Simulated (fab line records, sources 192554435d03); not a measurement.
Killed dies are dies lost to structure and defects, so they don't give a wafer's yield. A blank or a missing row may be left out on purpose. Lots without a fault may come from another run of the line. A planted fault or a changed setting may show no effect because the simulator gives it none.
A struck lot beside a sound one | flow n5_finfet | 37 steps out of a route of 1938
Sound: wafers L817.1, L817.2, L817.3. Struck: wafer L828.1. (L828.4, L828.5 of the same lot were not struck and are left out.) The cause comes at the end.
At each step with rows: each side's tool, then ch and its chambers, then its first start. Under that, the readings that differ: sound wafers | struck wafers | difference of the means | sigmas: that difference in standard deviations of wafers without a fault.
alike: readings whose means differ by less than 2 such deviations, and words and numbers that are the same on both sides. not compared: withheld readings, readings that some wafer has no value for, bounds like >300 that may hide the same value, and numbers for which the record gives no deviation and whose values overlap.
The two part at a step that has a row with sigmas, a row that says differs or no value, or rows on one side only. Numbers that don't overlap but have no deviation are shown without sigmas and don't part them. A reading that every wafer of one side lacks parts them only if that side has two wafers or more.

first, 8 steps without rows for these wafers: N5_BEOL_M15_SPUTTER_43 (material TaN, target thk 15 nm, time 24.19 s); N5_BEOL_M15_SPUTTER_44 (material Ta, target thk 15 nm, time 24.19 s); N5_BEOL_M15_SPUTTER_45 (material Cu, target thk 100 nm, time 16.67 s); N5_BEOL_M15_ECD_47 (material Cu, target thk 1860 nm); N5_BEOL_M15_ANNEAL_48 (time 90 s); N5_BEOL_M15_CMP_49 (polishes, stops on SiO2, t overpolish 4.9 s, target thk 850 nm); N5_BEOL_M15_PRE_CLEAN_52 (time 15 s); N5_BEOL_M15_DEP_53 (deposits SiCN from 3MS/NH3, target thk 50 nm, time 17.8 s).
N5_PASSIVATION_PECVD_00: deposits SiO2 from SiH4/N2O, target thk 200 nm, time 11.2 s.
  sound on pecvd-02 ch 0,1,2, day 13 21:23; struck on pecvd-02 ch 1, day 19 18:46
  reading                                        | sound           | struck | difference | sigmas
  model.SiO2_of_PASSIVATION_PECVD_00.thk_nm (nm) | 198.2 196.2 196 | 118.4  | -78.4      |
  alike: heater_power_w, showerhead_plenum_p_Torr, throttle_valve_pct
  not compared: rf_fwd_power_W
then, 26 steps without rows for these wafers: N5_MIM_BOT_DEGAS_01 (time 60 s); N5_MIM_BOT_SPUTTER_00 (material TiN, target thk 35 nm, time 89.7 s); N5_MIM_TOP_ALD_00 (deposits Al2O3, purge time 3 s, co reactant pulse time 3 s); N5_MIM_TOP_ALD_01 (deposits HfO2, target thk 5.6 nm, pulse time 1 s, purge time 3 s); N5_MIM_TOP_ALD_02 (deposits Al2O3, purge time 3 s, co reactant pulse time 3 s); N5_MIM_TOP_DEGAS_04 (time 60 s); N5_MIM_TOP_SPUTTER_03 (material TiN, target thk 35 nm, time 89.7 s); N5_MIM_TOP_LITHO_HMDS_01 (time 60 s); N5_MIM_TOP_LITHO_COAT_02; N5_MIM_TOP_LITHO_EBR_04; N5_MIM_TOP_LITHO_SOFTBAKE_03 (time 90 s); N5_MIM_TOP_LITHO_EXPOSE_05 (exposes mask MIM TOP, target cd 2000 nm); N5_MIM_TOP_LITHO_PEB_06; N5_MIM_TOP_LITHO_DEVELOP_07 (develop time 60 s); N5_MIM_TOP_LITHO_HARDBAKE_09 (time 120 s); N5_MIM_TOP_LITHO_DESCUM_10 (chemistry O2, time 7.9 s); N5_MIM_TOP_ETCH_ETCH_00 (etches TiN in Cl2/BCl3, target depth 38.5 nm); N5_MIM_TOP_ETCH_STRIP_01 (strips in O2); N5_MIM_TOP_ETCH_PECVD_03 (deposits SiNx from SiH4/NH3/N2, target thk 20 nm, time 17.6 s); N5_MIM_BOT_LITHO_HMDS_01 (time 60 s); N5_MIM_BOT_LITHO_COAT_02; N5_MIM_BOT_LITHO_EBR_04; N5_MIM_BOT_LITHO_SOFTBAKE_03 (time 90 s); N5_MIM_BOT_LITHO_EXPOSE_05 (exposes mask MIM BOT); N5_MIM_BOT_LITHO_PEB_06; N5_MIM_BOT_LITHO_DEVELOP_07 (develop time 60 s).
N5_MIM_BOT_ETCH_ETCH_00: etches TiN in Cl2/BCl3, target depth 45.5 nm.
  sound on rie_metal-01 ch 0,1, day 14 02:27; struck on rie_metal-01 ch 0, day 20 00:14
  reading                                        | sound             | struck | difference | sigmas
  model.SiO2_of_PASSIVATION_PECVD_00.thk_nm (nm) | 195.8 193.6 193.4 | 115.8  | -78.5      |
  alike: drypump_motor_current_A, he_backside_leak_sccm, oes_product_au, rf_fwd_power_W, throttle_valve_pct
  not compared: rf_hours_counter_h
then, 1 step without rows for these wafers: N5_PASSIVATION_PROBE_49.

WHERE THEY PART
Nowhere in this record.

WHY: what the simulator had put in
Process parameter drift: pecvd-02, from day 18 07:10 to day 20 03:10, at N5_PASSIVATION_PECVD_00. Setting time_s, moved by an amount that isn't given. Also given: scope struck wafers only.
